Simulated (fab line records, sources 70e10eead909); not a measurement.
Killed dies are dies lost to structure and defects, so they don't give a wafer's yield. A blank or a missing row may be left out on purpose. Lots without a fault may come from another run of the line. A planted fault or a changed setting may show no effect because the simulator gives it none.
fab line records | flow nand_harc
record lots=15 wafers=43 last_day=24
route steps=1159 shown P_BONDPAD@375 A_ONON_D1@425 A_CHANNEL_HOLE_D1@451 END@1159
lots that met no fault: from a run of the same line without faults
start_h: hours from the record's first day to the start of the lot's first wafer shown | wait_h: hours since the lot's step before | " the same as in the row above | L1.1+2: a row that stands for several wafers | - no value, or no start given | * or withheld: withheld | < > ~ a bound
route shown NAME@n: a module of which the file shows steps, and the number in the route of the first | usual: mean/standard deviation of fault-free wafers | same: alike in all rows | chamber/n: place in a boat | sites: the reading at each site | _std_site: their standard deviation | _edge_site: outer sites' mean less inner sites' | radius_mm: how far each site lies from the wafer's centre | mask NAME#n: copy n | behind: the tool/chamber that last shaped the wafer | hold: why the lot was held/for how many hours/how that ended | device: the transistor (n, p or np) that didn't switch | end of line: the same wafers' tests at the end of the route | a step without rows: its recipe alone | killed: dies lost to structure and defects at the first sort, not the wafer's yield | map: a wafer's dies, x killed, . not, _ none there
set.NAME: the setting as run; set.NAME@STEP: as run at that earlier step | model.NAME: the simulator's own value behind a step, which no gauge read
steps of the route over a sample of lots; a table a step, a row a wafer
services: from which hour (start_h, from the record's first day; less than 0 if before it) a tool's chamber was out of use, for how many hours, and why
## steps
# step NHARC_P_BONDPAD_PRE_CLEAN_26
# recipe time_s=30 temp_c=280 gas=H2/He
# usual heater_power_w=380/33
# columns lot.wafer tool chamber start_h wait_h heater_power_w
L900.1 pvd_sputter-03 - - - 326
L900.2 " - " " 392
L900.5 " - " " 390
L902.2 pvd_sputter-02 - - - 386
L902.1 " - " " 384
L902.6 " - " " 349
L901.4 pvd_sputter-03 - - - 330
L901.1 " - " " 399
L901.3 " - " " 373
L904.1 pvd_sputter-02 - - - 392
L904.3 " - " " 367
L904.4 " - " " 384
L903.2 pvd_sputter-03 - - - 329
L903.3 " - " " 394
L903.4 " - " " 376
L905.4 pvd_sputter-02 - - - 389
L905.3 " - " " 356
L905.1 " - " " 389
L906.3 pvd_sputter-02 - - - 381
L906.4 " - " " 385
L906.6 " - " " 372
L907.1 pvd_sputter-02 - - - 452
L907.2 " - " " 389
L907.6 " - " " 459
L908.2 pvd_sputter-02 - - - 381
L908.1 " - " " 455
L908.5 " - " " 459
L915.2 pvd_sputter-02 - - - 363
L915.4 " - " " 459
L915.6 " - " " 355
L913.2 pvd_sputter-01 - - - 375
L913.4 " - " " 383
L913.5 " - " " 377
L911.3 pvd_sputter-03 - - - 410
L911.1 " - " " 361
L911.2 " - " " 374
L920.1 pvd_sputter-03 - - - 358
L920.2 " - " " 388
L920.6 " - " " 378
L921.1 pvd_sputter-03 - - - 397
L921.6 " - " " 393
L922.3 pvd_sputter-02 - - - 394
L922.6 " - " " 403
# step NHARC_A_ONON_D1_THK_MEAS_02
# recipe thk_meas_gauge=ellipsometry
# usual thk_nm=1001/9.9
# columns lot.wafer tool chamber start_h wait_h thk_nm
L902.1 film_metro-01 - 163.90 - 997
L902.2 " - " " 994
L902.6 " - " " 996
L900.1 film_metro-01 - 163.95 - 1001
L900.2 " - " " 1002
L900.5 " - " " 1002
L901.1 film_metro-01 - 170.60 - 1011
L901.3 " - " " 1011
L901.4 " - " " 1010
L904.1 film_metro-01 - 174.20 - 996
L904.3 " - " " 996
L904.4 " - " " 995
L905.1 film_metro-01 - 180.21 - 1002
L905.3 " - " " 1003
L905.4 " - " " 1001
L903.2 film_metro-02 - 180.22 - 980
L903.3 " - " " 982
L903.4 " - " " 982
L906.3 film_metro-01 - 191.93 - 990
L906.4 " - " " 987
L906.6 " - " " 988
L907.1 film_metro-02 - 202.42 - 1013
L907.2 " - " " 1014
L907.6 " - " " 1014
L908.1 film_metro-02 - 208.53 - 998
L908.2 " - " " 996
L908.5 " - " " 997
L913.2 film_metro-02 - 233.69 - 996
L913.4 " - " " 997
L913.5 " - " " 997
L915.2 film_metro-01 - 233.70 - 1001
L915.4 " - " " 1002
L915.6 " - " " 1004
L911.1 film_metro-02 - 233.73 - 1012
L911.2 " - " " 1013
L911.3 " - " " 1013
L920.1 film_metro-01 - 275.37 - 1010
L920.2 " - " " 1009
L920.6 " - " " 1008
L921.1 film_metro-01 - 282.68 - 1016
L921.6 " - " " 1016
L922.3 film_metro-01 - 287.11 - 990
L922.6 " - " " 992
# step NHARC_A_ONON_D1_DEP_09
# recipe target_thk_a=10000 n2_flow_sccm=2750 n2o_flow_sccm=2000 nh3_flow_sccm=500 sih4_flow_sccm=210 temp_c=400
# usual n2_flow_sccm=2748/6.7
# columns lot.wafer tool chamber start_h wait_h n2_flow_sccm
L902.1 pecvd_onon-02 0 165.09 0.1 2742
L902.2 " 0 " " 2741
L902.6 " 0 " " 2748
L900.1 pecvd_onon-01 0 165.14 0.1 2758
L900.2 " 0 " " 2746
L900.5 " 0 " " 2750
L901.1 pecvd_onon-01 0 171.80 0.1 2749
L901.3 " 0 " " 2756
L901.4 " 0 " " 2744
L904.1 pecvd_onon-01 0 175.39 0.1 2743
L904.3 " 0 " " 2732
L904.4 " 0 " " 2745
L905.1 pecvd_onon-02 0 181.40 0.1 2740
L905.3 " 0 " " 2750
L905.4 " 0 " " 2738
L903.2 pecvd_onon-03 0 181.49 0.1 2744
L903.3 " 0 " " 2739
L903.4 " 0 " " 2743
L906.3 pecvd_onon-01 0 193.23 0.2 2757
L906.4 " 0 " " 2748
L906.6 " 0 " " 2759
L907.1 pecvd_onon-03 0 203.61 0.1 2752
L907.2 " 0 " " 2748
L907.6 " 0 " " 2747
L908.1 pecvd_onon-02 0 209.72 0.1 2752
L908.2 " 0 " " 2760
L908.5 " 0 " " 2753
L911.1 pecvd_onon-01 0 234.92 0.1 2752
L911.2 " 0 " " 2748
L911.3 " 0 " " 2755
L913.2 pecvd_onon-02 0 234.94 0.1 2750
L913.4 " 0 " " 2738
L913.5 " 0 " " 2747
L915.2 pecvd_onon-03 0 234.95 0.1 2745
L915.4 " 0 " " 2742
L915.6 " 0 " " 2742
L920.1 pecvd_onon-02 0 276.56 0.1 2745
L920.2 " 0 " " 2753
L920.6 " 0 " " 2735
L921.1 pecvd_onon-02 0 283.87 0.1 2748
L921.6 " 0 " " 2753
L922.3 pecvd_onon-02 0 288.41 0.2 2748
L922.6 " 0 " " 2763
# step NHARC_A_ONON_D1_THK_MEAS_11
# recipe thk_meas_gauge=ellipsometry
# usual thk_nm=1005/12
# columns lot.wafer tool chamber start_h wait_h thk_nm
L902.1 film_metro-02 - 165.60 - 1000
L902.2 " - " " 1002
L902.6 " - " " 1000
L900.1 film_metro-02 - 165.65 - 995
L900.2 " - " " 996
L900.5 " - " " 995
L901.1 film_metro-02 - 172.31 - 1024
L901.3 " - " " 1023
L901.4 " - " " 1022
L904.1 film_metro-01 - 175.89 - 1007
L904.3 " - " " 1003
L904.4 " - " " 1005
L905.1 film_metro-02 - 181.91 - 999
L905.3 " - " " 1000
L905.4 " - " " 998
L903.2 film_metro-01 - 181.93 - 1022
L903.3 " - " " 1020
L903.4 " - " " 1023
L906.3 film_metro-02 - 193.63 - 1020
L906.4 " - " " 1020
L906.6 " - " " 1021
L907.1 film_metro-01 - 204.12 - 1015
L907.2 " - " " 1015
L907.6 " - " " 1014
L908.1 film_metro-02 - 210.23 - 1019
L908.2 " - " " 1020
L908.5 " - " " 1018
L913.2 film_metro-01 - 235.38 - 1016
L913.4 " - " " 1016
L913.5 " - " " 1014
L915.2 film_metro-02 - 235.40 - 1010
L915.4 " - " " 1009
L915.6 " - " " 1008
L911.1 film_metro-01 - 235.43 - 1000
L911.2 " - " " 999
L911.3 " - " " 998
L920.1 film_metro-01 - 277.10 - 982
L920.2 " - " " 981
L920.6 " - " " 801
L921.1 film_metro-02 - 284.38 - 989
L921.6 " - " " 808
L922.3 film_metro-01 - 288.81 - 1008
L922.6 " - " " 827
# step NHARC_A_CHANNEL_HOLE_D1_DEP_01
# recipe target_thk_a=1400 target_thk_nm=140 temp_c=400 pressure_torr=3.5 flow_sccm=200 rf_w=350 material=SiON
# usual heater_power_w=735/100 rf_fwd_power_W=348.5/1.2
# columns lot.wafer tool chamber start_h wait_h heater_power_w rf_fwd_power_W
L902.2 pecvd-04 0 184.64 1.3 793 350.5
L902.1 " 1 " " 630 348.1
L902.6 " 2 " " 753 348.2
L900.2 pecvd-02 2 184.75 1.3 612 346.8
L900.1 " 1 " " 780 348.9
L900.5 " 1 " " 606 350.0
L901.3 pecvd-01 1 189.11 1.0 861 349.1
L901.1 " 2 " " 592 345.7
L901.4 " 1 " " 840 348.6
L904.1 pecvd-01 1 190.82 1.6 836 346.8
L904.3 " 0 " " 874 348.8
L904.4 " 0 " " 883 348.2
L905.3 pecvd-02 1 196.99 1.2 645 349.3
L905.1 " 2 " " 548 348.8
L905.4 " 1 " " 653 348.3
L903.3 pecvd-01 1 197.34 1.0 787 348.8
L903.2 " 0 " " 841 348.6
L903.4 " 1 " " 805 349.0
L906.3 pecvd-04 2 209.09 1.0 711 349.7
L906.6 " 1 " " 657 347.4
L906.4 " 2 " " 720 348.0
L907.2 pecvd-04 0 219.31 1.3 742 349.9
L907.1 " 1 " " 631 349.5
L907.6 " 1 " " 642 349.4
L908.2 pecvd-01 0 222.72 1.3 927 348.1
L908.1 " 1 " " 789 346.0
L908.5 " 0 " " 900 347.1
L915.2 pecvd-04 1 247.93 1.3 668 348.9
L915.6 " 1 " " 679 349.1
L915.4 " 2 " " 871 348.2
L911.3 pecvd-02 0 247.99 1.0 826 349.4
L911.1 " 1 " " 757 349.5
L911.2 " 2 " " 530 347.8
L913.2 pecvd-04 1 248.31 1.4 688 347.7
L913.4 " 2 " " 807 348.1
L913.5 " 1 " " 689 347.3
L920.1 pecvd-01 0 291.43 1.6 788 349.1
L920.2 " 2 " " 535 350.2
L920.6 " 1 " " 838 346.1
L921.1 pecvd-02 2 298.30 1.6 615 346.8
L921.6 " 1 " " 738 348.4
L922.3 pecvd-01 1 305.02 1.0 859 349.0
L922.6 " 1 " " 830 347.4
# step NHARC_END_SORT_01
# recipe temp_c=25
# usual killed_at_array=27/9.3 killed_at_other=0.9/1.3 killed_at_periphery=3.6/2.7 killed_dies=31/9.7 killed_open=3.3/1.8 killed_short=2.0/1.5
# same gross_dies=677
# columns lot.wafer tool chamber start_h wait_h killed_at_array killed_at_other killed_at_periphery killed_dies killed_open killed_short
L902.1 prober-01 0 454.47 2.5 23 0 3 26 4 3
L902.2 prober-01 0 455.28 2.8 17 0 1 18 1 4
L902.6 prober-01 0 458.50 4.0 26 1 1 28 6 2
L905.1 prober-02 0 454.49 2.5 15 2 2 19 4 0
L905.3 prober-02 0 456.10 3.1 13 2 2 17 6 2
L905.4 prober-02 0 456.91 3.4 17 0 4 21 3 4
L906.3 prober-02 0 473.12 3.1 11 0 4 15 2 2
L906.4 prober-02 0 473.91 3.4 18 0 5 23 4 2
L906.6 prober-02 0 475.49 3.9 19 0 14 33 5 2
L908.1 prober-02 0 487.91 2.5 21 0 4 25 5 0
L908.2 prober-02 0 488.70 2.8 18 0 1 19 2 4
L908.5 prober-02 0 491.07 3.7 25 1 2 28 4 2
L907.1 prober-02 0 495.58 2.4 27 0 7 34 6 2
L907.2 prober-02 0 496.36 2.7 39 0 2 41 3 5
L907.6 prober-02 0 499.48 3.9 17 1 2 20 3 1
L911.1 prober-01 0 504.88 2.5 42 1 1 44 2 1
L911.2 prober-01 0 505.68 2.8 45 2 0 47 1 1
L911.3 prober-01 0 506.49 3.1 42 1 4 47 2 1
L913.2 prober-01 0 525.86 2.8 32 0 2 34 3 2
L913.4 prober-01 0 527.46 3.4 25 0 2 27 6 0
L913.5 prober-01 0 528.26 3.7 31 0 6 37 8 4
# killed by level:class
L902.1 A_CHANNEL_HOLE_D1:chamber_film_flake=11 A_CONTACT:chamber_film_flake=6 P_M0:geometric_particle:open=1 P_M0:geometric_particle:short=1 A_ONON_D1:geometric_particle:open=1 A_ONON_D1:geometric_particle:short=1 A_CONTACT:geometric_particle:open=1 A_BLC:geometric_particle:short=1
L905.1 A_STAIRCASE:chamber_film_flake=5 A_CHANNEL_HOLE_D1:chamber_film_flake=3 A_WL_FILL:geometric_particle:open=2 A_CONTACT:chamber_film_flake=2 THIN_TSV:chamber_film_flake=2 A_CHANNEL_FILL_D1:geometric_particle:open=1 A_CONTACT:geometric_particle:open=1 P_STI:chamber_film_flake=1
L902.2 A_CHANNEL_HOLE_D1:chamber_film_flake=6 A_CONTACT:chamber_film_flake=4 A_STAIRCASE:chamber_film_flake=2 P_CONTACT:geometric_particle:short=1 A_ONON_D1:geometric_particle:short=1 A_SGD_CUT:geometric_particle:short=1 A_CONTACT:geometric_particle:open=1 A_M0:geometric_particle:short=1
L905.3 A_WL_FILL:geometric_particle:short=2 A_WL_FILL:geometric_particle:open=2 A_M0:geometric_particle:open=2 A_CHANNEL_FILL_D1:chamber_film_flake=2 A_STAIRCASE:chamber_film_flake=2 THIN_TSV:chamber_film_flake=2 P_CONTACT:geometric_particle:open=1 A_CHANNEL_FILL_D1:geometric_particle:open=1
L905.4 A_CHANNEL_HOLE_D1:chamber_film_flake=6 P_M1:chamber_film_flake=3 A_STAIRCASE:chamber_film_flake=3 P_M1:geometric_particle:short=1 A_ONON_D1:geometric_particle:short=1 A_ONON_D1:geometric_particle:open=1 A_CHANNEL_HOLE_D1:geometric_particle:short=1 A_CHANNEL_FILL_D1:geometric_particle:short=1
L902.6 A_CHANNEL_HOLE_D1:chamber_film_flake=11 A_CONTACT:chamber_film_flake=8 A_ONON_D1:geometric_particle:open=2 A_CONTACT:geometric_particle:open=2 P_STI:geometric_particle:open=1 A_ONON_D1:geometric_particle:short=1 A_WL_FILL:geometric_particle:short=1 A_M1:geometric_particle:open=1
L906.3 A_CHANNEL_HOLE_D1:chamber_film_flake=5 P_BONDPAD:chamber_film_flake=4 A_STAIRCASE:chamber_film_flake=2 A_ONON_D1:geometric_particle:short=1 A_CHANNEL_FILL_D1:geometric_particle:short=1 A_CONTACT:geometric_particle:open=1 A_M1:geometric_particle:open=1
L906.4 A_CHANNEL_HOLE_D1:chamber_film_flake=7 A_STAIRCASE:chamber_film_flake=5 A_ONON_D1:geometric_particle:open=2 P_STI:chamber_film_flake=2 P_CONTACT:geometric_particle:short=1 A_WL_FILL:geometric_particle:open=1 A_CONTACT:geometric_particle:short=1 A_CONTACT:geometric_particle:open=1
L906.6 P_BONDPAD:chamber_film_flake=9 A_CHANNEL_HOLE_D1:chamber_film_flake=9 P_STI:chamber_film_flake=2 A_SGD_CUT:chamber_film_flake=2 A_STAIRCASE:chamber_film_flake=2 P_GATE:geometric_particle:open=1 P_M0:geometric_particle:open=1 A_CHANNEL_FILL_D1:geometric_particle:open=1
L908.1 A_STAIRCASE:chamber_film_flake=7 A_CHANNEL_HOLE_D1:chamber_film_flake=6 A_CONTACT:chamber_film_flake=4 P_GATE:geometric_particle:open=1 P_CONTACT:geometric_particle:open=1 A_WL_FILL:geometric_particle:open=1 A_CONTACT:geometric_particle:open=1 A_M0:geometric_particle:open=1
L908.2 A_STAIRCASE:chamber_film_flake=6 A_SGD_CUT:chamber_film_flake=3 A_CHANNEL_FILL_D1:geometric_particle:short=2 A_CONTACT:chamber_film_flake=2 A_SOURCE_PLATE:geometric_particle:short=1 A_CONTACT:geometric_particle:short=1 A_CONTACT:geometric_particle:open=1 A_M0:geometric_particle:open=1
L908.5 A_STAIRCASE:chamber_film_flake=10 A_CONTACT:chamber_film_flake=4 A_CHANNEL_HOLE_D1:chamber_film_flake=3 P_CONTACT:chamber_film_flake=2 A_M0:geometric_particle:open=2 A_CHANNEL_HOLE_D1:geometric_particle:short=1 A_SGD_CUT:geometric_particle:open=1 A_WL_FILL:geometric_particle:short=1
L907.1 A_CHANNEL_HOLE_D1:chamber_film_flake=10 A_STAIRCASE:chamber_film_flake=7 A_WL_FILL:chamber_film_flake=3 A_WL_FILL:geometric_particle:open=2 A_M0:geometric_particle:open=2 P_BONDPAD:chamber_film_flake=2 A_CONTACT:chamber_film_flake=2 P_GATE:geometric_particle:open=1
L907.2 A_CHANNEL_HOLE_D1:chamber_film_flake=14 A_STAIRCASE:chamber_film_flake=8 A_WL_FILL:chamber_film_flake=5 A_CONTACT:chamber_film_flake=4 P_M1:geometric_particle:open=1 A_CHANNEL_FILL_D1:geometric_particle:short=1 A_CHANNEL_HOLE_D1:geometric_particle:short=1 A_WL_FILL:geometric_particle:short=1
L907.6 A_CHANNEL_HOLE_D1:chamber_film_flake=13 P_STI:geometric_particle:open=1 P_CONTACT:geometric_particle:open=1 A_SOURCE_PLATE:geometric_particle:short=1 STARTING-WAFER:geometric_particle:open=1 A_CHANNEL_FILL_D1:chamber_film_flake=1 A_STAIRCASE:chamber_film_flake=1 A_WL_FILL:chamber_film_flake=1
L911.1 A_CHANNEL_HOLE_D1:chamber_film_flake=23 A_SLIT:chamber_film_flake=11 A_STAIRCASE:chamber_film_flake=3 A_CHANNEL_FILL_D1:geometric_particle:short=1 A_SGD_CUT:geometric_particle:open=1 A_WL_FILL:geometric_particle:open=1 P_M1:chamber_film_flake=1 A_ZERO_WELL:chamber_film_flake=1
L911.2 A_CHANNEL_HOLE_D1:chamber_film_flake=24 A_SLIT:chamber_film_flake=13 A_CHANNEL_FILL_D1:chamber_film_flake=2 A_STAIRCASE:chamber_film_flake=2 A_WL_FILL:geometric_particle:short=1 STARTING-WAFER:geometric_particle:open=1 A_ZERO_WELL:chamber_film_flake=1 A_WL_FILL:chamber_film_flake=1
L911.3 A_CHANNEL_HOLE_D1:chamber_film_flake=18 A_SLIT:chamber_film_flake=11 A_STAIRCASE:chamber_film_flake=8 A_WL_FILL:chamber_film_flake=2 P_GATE:geometric_particle:open=1 P_CONTACT:geometric_particle:open=1 A_WL_FILL:geometric_particle:short=1 P_STI:chamber_film_flake=1
L913.2 A_SLIT:chamber_film_flake=16 A_CHANNEL_HOLE_D1:chamber_film_flake=3 A_CONTACT:chamber_film_flake=3 A_BLC:chamber_film_flake=3 P_CONTACT:geometric_particle:open=1 A_SOURCE_PLATE:geometric_particle:short=1 A_WL_FILL:geometric_particle:open=1 A_CONTACT:geometric_particle:short=1
L913.4 A_SLIT:chamber_film_flake=10 A_STAIRCASE:chamber_film_flake=4 A_CONTACT:geometric_particle:open=3 A_CHANNEL_HOLE_D1:chamber_film_flake=3 A_CONTACT:chamber_film_flake=2 P_M1:geometric_particle:open=1 A_CHANNEL_HOLE_D1:geometric_particle:open=1 A_SGD_CUT:geometric_particle:open=1
L913.5 A_SLIT:chamber_film_flake=13 A_BLC:chamber_film_flake=3 A_CONTACT:chamber_film_flake=3 A_CHANNEL_HOLE_D1:chamber_film_flake=3 A_STAIRCASE:chamber_film_flake=3 P_M0:geometric_particle:short=2 P_STI:geometric_particle:open=1 P_GATE:geometric_particle:open=1
## services
# columns tool chamber start_h hours kind
pecvd_onon-02 - 111.27 13.0 pm
pecvd_onon-03 - 153.00 13.0 pm
pecvd-02 - 153.14 13.0 pm
pvd_sputter-01 - 158.03 10.0 pm
pecvd-02 2 170.18 2.3 repair
pvd_sputter-02 - 187.60 2.7 repair
pecvd-04 - 195.00 13.0 pm
pecvd_onon-01 - 195.00 13.0 pm
pvd_sputter-03 - 195.69 6.6 repair
pecvd_onon-01 - 211.17 6.2 repair
pvd_sputter-03 - 226.36 4.4 repair
pvd_sputter-02 - 231.39 10.0 pm
pecvd-01 - 237.00 13.0 pm
pecvd-01 0 237.00 13.0 vent_cycle
pecvd-01 1 237.00 13.0 vent_cycle
pecvd-01 2 237.00 13.0 vent_cycle
pecvd_onon-02 - 237.84 1.5 repair
pvd_sputter-01 - 246.58 14.5 repair
pecvd-01 0 250.00 - clean
pecvd-04 1 251.46 5.5 repair
pecvd-01 - 254.11 0.8 repair
pvd_sputter-03 - 280.05 10.0 pm
pecvd_onon-02 - 292.27 13.0 pm
pvd_sputter-03 - 303.38 1.0 repair
## key
first_sign step=NHARC_A_ONON_D1_THK_MEAS_11 reading=thk_nm direction=down sigmas=17 usual=1005 struck=812
effect none on later readings
met_at NHARC_A_ONON_D1_DEP_09
struck_lots L920,L921,L922
struck_wafers L920.6,L921.6,L922.6
sort_left_out L921.6,L922.6
tester_left_out L920,L921,L922
not_acting_at NHARC_P_BONDPAD_PRE_CLEAN_26,NHARC_A_ONON_D1_THK_MEAS_02,NHARC_A_CHANNEL_HOLE_D1_DEP_01
onset_between 234.94 276.56
fault kind=process_parameter_drift tool=pecvd_onon-02 chamber=- onset_h=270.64 steps=NHARC_A_ONON_D1_DEP_09 channel=target_thk_a offset=* shape=step end_h=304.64 scope=struck_wafers_only acts_in=* stated=*
# tester_left_out: of these lots the tester's yield and bins aren't shown, on N5 and GAA mostly nor the transistor test; their killed dies are dies lost to structure and defects alone, not to doping, threshold or leakage, so they don't give the yield
# sort_left_out: the simulated sort isn't trusted on such a fault, so these wafers' sort isn't shown, and their yield isn't known
